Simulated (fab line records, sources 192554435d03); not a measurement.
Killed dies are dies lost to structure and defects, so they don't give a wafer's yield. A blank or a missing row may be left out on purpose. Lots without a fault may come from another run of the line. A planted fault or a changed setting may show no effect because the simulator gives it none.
Chamber matching | flow n5_finfet | N5_BEOL_M0_SAQP_SPACER1_ALD_98 on ald_sin-02: 4 sister chambers
The step deposits SiO2, target thk 12.8 nm, pulse time 1 s, purge time 2 s. 22 wafers are shown with their chamber, then 11 later ones without.

WAFERS WITH THEIR CHAMBER
wafer  | chamber | heater_power_w (W) | precursor_pulse_height_rel
L076.3 | 2       | 497                | 1.007
L076.5 | 0       | 490                | 1.002
L076.6 | 3       | 449                | 1.026
L078.2 | 3       | 462                | 1.004
L078.3 | 1       | 435                | 1.009
L078.4 | 0       | 489                | 1.017
L079.2 | 1       | 424                | 0.999
L079.3 | 0       | 489                | 0.986
L079.6 | 3       | 459                | 1.004
L083.2 | 3       | 476                | 0.998
L083.5 | 2       | 489                | 1.013
L083.6 | 1       | 422                | 0.981
L084.2 | 1       | 435                | 0.995
L084.3 | 2       | 490                | 1.015
L084.4 | 3       | 468                | 0.988
L085.1 | 3       | 470                | 1.002
L085.4 | 1       | 438                | 1.012
L085.5 | 1       | 433                | 1.004
L086.1 | 2       | 494                | 0.965
L086.2 | 0       | 491                | 1.021
L086.6 | 3       | 468                | 1.024
L087.1 | 0       | 495                | 1.040

SIGNATURES (means of the wafers above)
reading                    | chamber 0 | chamber 1 | chamber 2 | chamber 3 | scatter within a chamber
heater_power_w             | 490.80    | 431.17    | 492.50    | 464.57    | 6.43
precursor_pulse_height_rel | 1.01320   | 1.00000   | 1.00000   | 1.00657   | 0.0168
Rule: a wafer's distance from a chamber is the root of the sum, over the readings, of the square of ((its reading less the chamber's mean) divided by the reading's scatter). The wafer belongs to the nearest chamber; if the next one is less than 2 further off, it can't be placed. The scatter: the root of (the sum of the squares of (reading less its chamber's mean) over the shown wafers, divided by (wafers less chambers)).

WAFERS WITHOUT THEIR CHAMBER
wafer  | heater_power_w (W) | precursor_pulse_height_rel
L087.2 | 478                | 1.017
L087.4 | 429                | 0.985
L089.1 | 501                | 1.019
L089.4 | 424                | 0.979
L089.6 | 495                | 1.016
L090.1 | 447                | 0.982
L090.3 | 470                | 0.990
L090.5 | 437                | 0.991
L092.2 | 468                | 0.982
L092.4 | 442                | 1.010
L092.6 | 483                | 1.010

WHICH CHAMBER EACH WENT THROUGH
wafer  | from the rows above          | in truth
L087.2 | can't be placed: 0 or 3 or 2 | 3
L087.4 | 1                            | 1
L089.1 | can't be placed: 0 or 2      | 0
L089.4 | 1                            | 1
L089.6 | can't be placed: 0 or 2      | 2
L090.1 | can't be placed: 1 or 3      | 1
L090.3 | 3                            | 3
L090.5 | 1                            | 1
L092.2 | 3                            | 3
L092.4 | can't be placed: 1 or 3      | 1
L092.6 | can't be placed: 0 or 2 or 3 | 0
Placed correctly: 5 of 11. Can't be placed from these rows: 6 (the true chamber is among the candidates in 6). Placed wrongly: 0.
